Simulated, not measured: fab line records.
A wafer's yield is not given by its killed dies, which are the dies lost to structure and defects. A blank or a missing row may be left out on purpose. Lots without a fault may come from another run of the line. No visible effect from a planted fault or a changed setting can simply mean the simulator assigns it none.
Lot-split experiment	flow n5-finfet	route with 1938 steps; 7 lots, 21 wafers read

== SPLIT DETAILS ==
At N5_BEOL_M7_EXPOSE_08 (exposes mask M7), the setting dose-mj was moved away from the recipe's 68.25 on 9 of the 21 wafers read, by -7.2% to +5.9%. All remaining wafers had this setting at the recipe value.

== FROM THE SPLIT TO THE READING: what the file shows between them, 18 steps ==
- N5_BEOL_M7_PEB_09: peb time 60 s
- N5_BEOL_M7_DEVELOP_10: develop time 30 s
- N5_BEOL_M7_CD_MEAS_11: target cd 38.5 nm
- N5_BEOL_M7_DESCUM_16: chemistry O2, time 7.9 s
- N5_BEOL_M7_ETCH_61: etches SiARC in CF4, target depth 45.5 nm, time 75.8 s
- N5_BEOL_M7_ETCH_62: etches SOC in N2/H2, target depth 110 nm, overetch 22 nm, time 165 s
- N5_BEOL_M7_STRIP_68: strips in N2/H2
- N5_BEOL_M7_STRIP_67: strips in CF4
- N5_BEOL_M7_HM_OPEN_17: chemistry Cl2/BCl3, target TiN, target depth 20 nm, overetch 6 nm
- N5_BEOL_M7_STRIP_19: strips in O2
- N5_BEOL_M7_CD_MEAS_18: pitch 80 nm, target cd 40 nm
- N5_BEOL_M7_COAT_63: time 60 s, resist thk 60 nm
- N5_BEOL_M7_COAT_64: time 60 s, resist thk 12 nm
- N5_BEOL_M7_STRIP_80: strips in N2/H2, time 10 s
- N5_BEOL_M7_HM_STRIP_39: strips TiN in peroxide tin strip, target depth 25 nm, time 158 s
- N5_BEOL_M7_SRD_40: time 30 s
- N5_BEOL_M7_PRECLEAN_42: cleans in residue remover, time 60 s
- N5_BEOL_M7_SRD_43: time 30 s

== THE READING ==
Shown in nm: cd-nm at N5_BEOL_M7_CD_MEAS_35, with target cd 40 nm. On this fab line, fault-free wafers typically give 39.8 nm with a standard deviation of 0.53 nm.

wafer	tool, chamber at the split	dose-mj as run	against the recipe	cd-nm, nm	against lot-mates on the recipe
L076.1	arfi-scanner-01, 0	63.34	-7.2%	36.6	-2.9
L076.3	arfi-scanner-01, 0	68.25	recipe	39.5	-
L076.5	arfi-scanner-01, 0	68.25	recipe	39.6	-
L080.1	arfi-scanner-01, 0	68.25	recipe	39.6	-
L080.2	arfi-scanner-01, 0	68.25	recipe	40.2	-
L080.3	arfi-scanner-01, 0	68.25	recipe	40.4	-
L081.2	arfi-scanner-01, 0	68.25	recipe	39.3	-
L081.3	arfi-scanner-01, 0	71.75	+5.1%	42.2	+2.9
L081.5	arfi-scanner-01, 0	71.75	+5.1%	42.5	+3.2
L089.1	arfi-scanner-01, 0	63.76	-6.6%	37.1	-2.7
L089.2	arfi-scanner-01, 0	63.76	-6.6%	35.8	-4.0
L089.4	arfi-scanner-01, 0	68.25	recipe	39.8	-
L088.3	arfi-scanner-02, 0	68.25	recipe	40.3	-
L088.4	arfi-scanner-02, 0	68.25	recipe	40.0	-
L088.5	arfi-scanner-02, 0	68.25	recipe	39.8	-
L097.1	arfi-scanner-03, 0	72.31	+5.9%	42.2	+1.8
L097.2	arfi-scanner-03, 0	68.25	recipe	40.4	-
L097.4	arfi-scanner-03, 0	72.31	+5.9%	42.4	+2.0
L095.2	arfi-scanner-02, 0	70.56	+3.4%	41.5	+2.4
L095.4	arfi-scanner-02, 0	68.25	recipe	39.1	-
L095.5	arfi-scanner-02, 0	70.56	+3.4%	41.7	+2.6

THE FIT
A straight line over all 21 wafers: cd-nm changes by +0.475 nm for each +1% of dose-mj; r = +0.97; the points scatter about the line by 0.43 nm.
The same after taking each lot's own level away (the mean of its wafers on the recipe; 21 wafers): +0.477 nm for each +1%; r = +0.96; scatter 0.55 nm.
According to that fit, moving dose-mj by its largest amount changes the reading by 3.4 nm.
The span of the lots' own levels, 39.10 to 40.40 nm, comes to 2.5 times the standard deviation stated above.
So the lot-to-lot level changes the slope little: the two slopes agree.
Check: with one of the wafers moved furthest among these (-7.2%) left out of the fit, the line predicts -3.52 nm for it against its lot-mates. It came out at -2.95 nm against them.

== THE OTHER SPLITS THESE WAFERS WENT THROUGH ==
Before the reading, these wafers also passed through other splits. Each is held against what the fit with the lots' levels taken away leaves over:
other split on the same wafers	wafers away from the commonest value	r with cd-nm (lot level and that fit taken away)
N5_BEOL_M6_ETCH_62 time-s	3	+0.10
N5_BEOL_M6_EXPOSE_25 dose-mj	3	+0.19
N5_BEOL_M7_PECVD_70 temp-c	8	-0.09

== THE WHOLE CHAIN: every reading that the file lists as answering this split, in the file's order ==
step	what it does	reading	change (the file's fit)	r (the file's)
N5_BEOL_M7_CD_MEAS_11	target cd 38.5 nm	cd-nm	+0.439 nm for each +1% of the setting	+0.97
N5_BEOL_M7_ETCH_61	etches SiARC in CF4, target depth 45.5 nm, time 75.8 s	BEOL_M7.cd-offset-nm (the simulator's own value, which no gauge read)	+0.435 nm for each +1% of the setting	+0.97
N5_BEOL_M7_ETCH_62	etches SOC in N2/H2, target depth 110 nm, overetch 22 nm, time 165 s	BEOL_M7.cd-offset-nm (the simulator's own value, which no gauge read)	+0.457 nm for each +1% of the setting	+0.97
N5_BEOL_M7_HM_OPEN_17	chemistry Cl2/BCl3, target TiN, target depth 20 nm, overetch 6 nm	BEOL_M7.cd-offset-nm (the simulator's own value, which no gauge read)	+0.451 nm for each +1% of the setting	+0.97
N5_BEOL_M7_CD_MEAS_18	pitch 80 nm, target cd 40 nm	cd-nm	+0.485 nm for each +1% of the setting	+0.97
N5_BEOL_M7_CD_MEAS_35	target cd 40 nm	cd-nm	+0.466 nm for each +1% of the setting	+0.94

== THE FILE'S OWN FIT ==
cd-nm changes by +0.466 nm for each +1% of dose-mj, r = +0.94.
